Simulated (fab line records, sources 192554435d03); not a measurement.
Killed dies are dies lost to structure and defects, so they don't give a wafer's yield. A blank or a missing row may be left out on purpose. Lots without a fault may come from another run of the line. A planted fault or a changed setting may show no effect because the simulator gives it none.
Split-lot experiment | flow n5_finfet | 7 lots, 21 wafers read, on a route of 1938 steps

THE SPLIT
At N5_BEOL_M10_ETCH_62 (etches SOC in N2/H2, target depth 110 nm, overetch 22 nm, time 165 s), the setting time_s was moved away from the recipe's 165 s on 6 of the 21 wafers read, by +7.7% to +18.3%. The other wafers ran this setting at the recipe's value.

FROM THE SPLIT TO THE READING: what the file shows between them, 2 steps
- N5_BEOL_M10_STRIP_68: strips in N2/H2
- N5_BEOL_M10_STRIP_67: strips in CF4

THE READING
etch.depth_nm (the simulator's own value, which no gauge read), in nm, at N5_BEOL_M10_HM_OPEN_17 (chemistry Cl2/BCl3, target TiN, target depth 20 nm, overetch 6 nm). The file gives no usual value for it. The 15 wafers here that ran the recipe average 19.89 nm, standard deviation 0.22 nm.

wafer  | tool, chamber at the split | time_s as run, s | against the recipe | etch.depth_nm, nm | against lot-mates on the recipe
L081.3 | rie_diel-04, 0             | 178.3            | +8.1%              | 18.61             | -1.23
L081.4 | rie_diel-04, 2             | 165              | recipe             | 19.84             | -
L081.6 | rie_diel-04, 0             | 178.3            | +8.1%              | 18.84             | -1.00
L083.2 | rie_diel-05, 0,1           | 165              | recipe             | 20.03             | -
L083.4 | rie_diel-05, 0,1           | 165              | recipe             | 19.87             | -
L083.6 | rie_diel-05, 1             | 195.2            | +18.3%             | 17.19             | -2.76
L087.2 | rie_diel-05, 1             | 165              | recipe             | 19.59             | -
L087.5 | rie_diel-05, 2             | 165              | recipe             | 19.47             | -
L087.6 | rie_diel-05, 1             | 165              | recipe             | 19.56             | -
L088.1 | rie_diel-04, 1             | 165              | recipe             | 19.97             | -
L088.3 | rie_diel-04, 2,3           | 165              | recipe             | 20.02             | -
L088.5 | rie_diel-04, 2,3           | 165              | recipe             | 19.8              | -
L097.3 | rie_diel-05, 0,2           | 165              | recipe             | 20.09             | -
L097.5 | rie_diel-05, 3             | 177.7            | +7.7%              | 18.86             | -1.25
L097.6 | rie_diel-05, 0,2           | 165              | recipe             | 20.12             | -
L095.2 | rie_diel-02, 0             | 190.2            | +15.3%             | 17.3              | -2.39
L095.3 | rie_diel-02, 2             | 190.2            | +15.3%             | 17.41             | -2.28
L095.4 | rie_diel-02, 1             | 165              | recipe             | 19.69             | -
L089.1 | rie_diel-02, 3             | 165              | recipe             | 19.97             | -
L089.2 | rie_diel-02, 0             | 165              | recipe             | 20.16             | -
L089.5 | rie_diel-02, 2             | 165              | recipe             | 20.19             | -
Where a row lists several chambers, the file gives one row for several wafers and doesn't say which wafer went through which chamber.

THE FIT
A straight line over all 21 wafers: etch.depth_nm changes by -0.156 nm for each +1% of time_s; r = -0.98; the points scatter about the line by 0.21 nm.
The same after taking each lot's own level away (the mean of its wafers on the recipe; 21 wafers): -0.151 nm for each +1%; r = -1.00; scatter 0.085 nm.
On that fit, the largest move of time_s shifts the reading by 2.8 nm.
The lots' own levels span 19.540 to 20.107 nm, that is 2.6 times the standard deviation above.
So the lot-to-lot level changes the slope little: the two slopes agree.
Check: with one of the wafers moved furthest among these (+18.3%) left out of the fit, the line predicts -2.76 nm for it against its lot-mates. It came out at -2.76 nm against them.

OTHER SPLITS ON THESE WAFERS
These wafers also went through other splits before the reading. Each is held against what the fit with the lots' levels taken away leaves over:
other split on the same wafers     | wafers away from the commonest value | r with etch.depth_nm (lot level and that fit taken away)
N5_BEOL_M7_EXPOSE_08 dose_mj       | 12                                   | -0.12
N5_BEOL_M8_DESCUM_33 time_s        | 6                                    | -0.05
N5_BEOL_M8_TRENCH_ETCH_37 source_w | 5                                    | +0.00

THE WHOLE CHAIN: every reading that the file lists as answering this split, in the file's order
step                   | what it does                                                         | reading                                                                           | change (the file's fit)                | r (the file's)
N5_BEOL_M10_ETCH_62    | etches SOC in N2/H2, target depth 110 nm, overetch 22 nm, time 165 s | SiARC_of_BEOL_M10_COAT_60.thk_nm (the simulator's own value, which no gauge read) | -0.0674 nm for each +1% of the setting | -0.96
N5_BEOL_M10_HM_OPEN_17 | chemistry Cl2/BCl3, target TiN, target depth 20 nm, overetch 6 nm    | etch.depth_nm (the simulator's own value, which no gauge read)                    | -0.151 nm for each +1% of the setting  | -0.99

THE FILE'S OWN FIT
etch.depth_nm changes by -0.151 nm for each +1% of time_s, r = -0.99.
